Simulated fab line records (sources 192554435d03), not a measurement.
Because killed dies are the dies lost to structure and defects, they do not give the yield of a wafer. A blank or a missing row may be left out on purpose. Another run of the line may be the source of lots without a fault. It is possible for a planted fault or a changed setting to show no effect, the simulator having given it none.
Split-lot experiment | flow n5 finfet | 21 wafers read across 7 lots, on a route 1938 steps long

== THE SPLIT ==
At N5_DUMMY_GATE_ETCH_32 (etches SiO2 in CF4, target depth 3.5 nm, time 3.9 s), the setting time s was moved away from the recipe's 3.9 s on 8 of the 21 wafers read, by -20.1% to +18.4%. The other wafers ran this setting at the recipe's value.

The split's own step is where the reading is taken.

== THE READING ==
etch.depth nm (the simulator's own value, which no gauge read), in nm, at N5_DUMMY_GATE_ETCH_32 (etches SiO2 in CF4, target depth 3.5 nm, time 3.9 s). The file gives no usual value for it. Across the 13 wafers here that went through the recipe, the average is 3.530 nm and the standard deviation 0.077 nm.

wafer  | tool, chamber at the split | time s as run, s | against the recipe | etch.depth nm, nm | against lot-mates on the recipe
L078.2 | rie si-02, 1               | 3.9              | recipe             | 3.604             | -
L078.4 | rie si-02, 2               | 3.9              | recipe             | 3.468             | -
L078.5 | rie si-02, 0               | 3.9              | recipe             | 3.558             | -
L082.3 | rie si-06, 2               | 3.9              | recipe             | 3.416             | -
L082.4 | rie si-06, 3               | 3.9              | recipe             | 3.511             | -
L082.5 | rie si-06, 0               | 3.9              | recipe             | 3.517             | -
L087.2 | rie si-01, 0               | 3.9              | recipe             | 3.548             | -
L087.3 | rie si-01, 3               | 4.243            | +8.8%              | 3.87              | +0.384
L087.6 | rie si-01, 1               | 3.9              | recipe             | 3.425             | -
L088.1 | rie si-06, 1               | 3.9              | recipe             | 3.656             | -
L088.2 | rie si-06, 0               | 4.48             | +14.9%             | 4.084             | +0.428
L088.3 | rie si-06, 2               | 4.48             | +14.9%             | 3.958             | +0.302
L089.2 | rie si-01, 0               | 3.9              | recipe             | 3.542             | -
L089.3 | rie si-01, 1               | 3.116            | -20.1%             | 2.746             | -0.796
L089.5 | rie si-01, 2               | 3.116            | -20.1%             | 2.811             | -0.731
L092.1 | rie si-06, 1               | 3.9              | recipe             | 3.659             | -
L092.2 | rie si-06, 0               | 3.9              | recipe             | 3.542             | -
L092.5 | rie si-06, 3               | 4.618            | +18.4%             | 4.229             | +0.629
L095.1 | rie si-02, 1               | 4.131            | +5.9%              | 3.8               | +0.362
L095.4 | rie si-02, 2               | 3.9              | recipe             | 3.438             | -
L095.6 | rie si-02, 1               | 4.131            | +5.9%              | 3.833             | +0.395

FIT RESULTS
A straight line over all 21 wafers: etch.depth nm changes by +0.0369 nm for each +1% of time s; r = +0.98; the points scatter about the line by 0.074 nm.
The same after taking each lot's own level away (the mean of its wafers on the recipe; 21 wafers): +0.0351 nm for each +1%; r = +0.96; scatter 0.092 nm.
According to that fit, moving time s by its largest amount changes the reading by 0.71 nm.
Across the lots, their own levels run from 3.4380 to 3.6560 nm, a range of 2.8 times the standard deviation given above.
Consequently the slope shifts little with the lot-to-lot level, the two slopes agreeing.
Check: with one of the wafers moved furthest among these (-20.1%) left out of the fit, the line predicts -0.666 nm for it against its lot-mates. It came out at -0.796 nm against them.

== FURTHER SPLITS ON THESE WAFERS ==
Note: prior to the reading, these wafers also went through further splits. Each is held against what the fit with the lots' levels taken away leaves over:
other split on the same wafers        | wafers away from the commonest value | r with etch.depth nm (lot level and that fit taken away)
N5_WELL_APT_COAT_02 spin rpm          | 4                                    | -0.30
N5_WELL_APT_PEB_06 peb time s         | 10                                   | +0.31
N5_WELL_APT_DEVELOP_07 develop time s | 7                                    | +0.33
N5_FIN_SAQP_SPACER1_ALD_24 ald cycles | 6                                    | -0.16
N5_FIN_CUT_EXPOSE_05 dose mj          | 5                                    | -0.22
N5_DUMMY_GATE_ETCH_31 target depth a  | 5                                    | +0.09

== THE FILE'S OWN FIT ==
etch.depth nm changes by +0.0352 nm for each +1% of time s, r = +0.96.
